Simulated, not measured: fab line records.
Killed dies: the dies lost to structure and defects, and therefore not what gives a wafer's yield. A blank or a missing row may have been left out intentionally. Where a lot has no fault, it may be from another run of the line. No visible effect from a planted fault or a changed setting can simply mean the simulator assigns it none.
Chamber matching | flow nandHarc | pecvd-03 running NHARC_A_STAIRCASE_DEP_417: 3 sister chambers
The step deposits Si3N4, target thk 60 nm. 6 wafers are shown with their chamber, then 8 later ones without.

## WAFERS WITH THEIR CHAMBER
wafer  | chamber | heaterPowerW (W) | heaterPowerOuterW (W)
L078.4 | 1       | 805              | 502
L081.2 | 1       | 807              | 496
L087.1 | 0       | 806              | 477
L087.2 | 2       | 797              | 461
L087.6 | 0       | 804              | 476
L089.2 | 2       | 843              | 481

## WAFERS WHOSE CHAMBER IS MISSING
wafer  | heaterPowerW (W) | heaterPowerOuterW (W)
L089.4 | 850              | 478
L089.5 | 769              | 465
L092.1 | 702              | 411
L092.3 | 829              | 503
L092.5 | 835              | 512
L094.1 | 804              | 464
L094.4 | 749              | 455
L094.5 | 814              | 451

## EACH ONE'S CHAMBER
wafer  | from the rows above          | in truth
L089.4 | can't be placed: 2 or 0 or 1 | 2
L089.5 | can't be placed: 0 or 2      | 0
L092.1 | can't be placed: 2 or 0      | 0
L092.3 | 1                            | 1
L092.5 | 1                            | 1
L094.1 | can't be placed: 2 or 0      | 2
L094.4 | can't be placed: 0 or 2      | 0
L094.5 | can't be placed: 2 or 0      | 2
Correctly placed: 2 of 8. Not placeable from these rows: 6 (in 6, the candidates include the true chamber). Number placed wrongly: 0.
How it was worked out, from the rows above alone: a wafer's distance from a chamber is the root of the sum, over the readings, of the square of ((its reading less the chamber's mean) divided by the reading's scatter). The wafer belongs to the nearest chamber; if the next one is less than 2 further off, it can't be placed. A chamber's mean is the mean of its shown wafers. How the scatter is found: for the shown wafers, subtract from each reading the mean of its chamber, square and add these, divide the total by (wafers less chambers), then take the root.
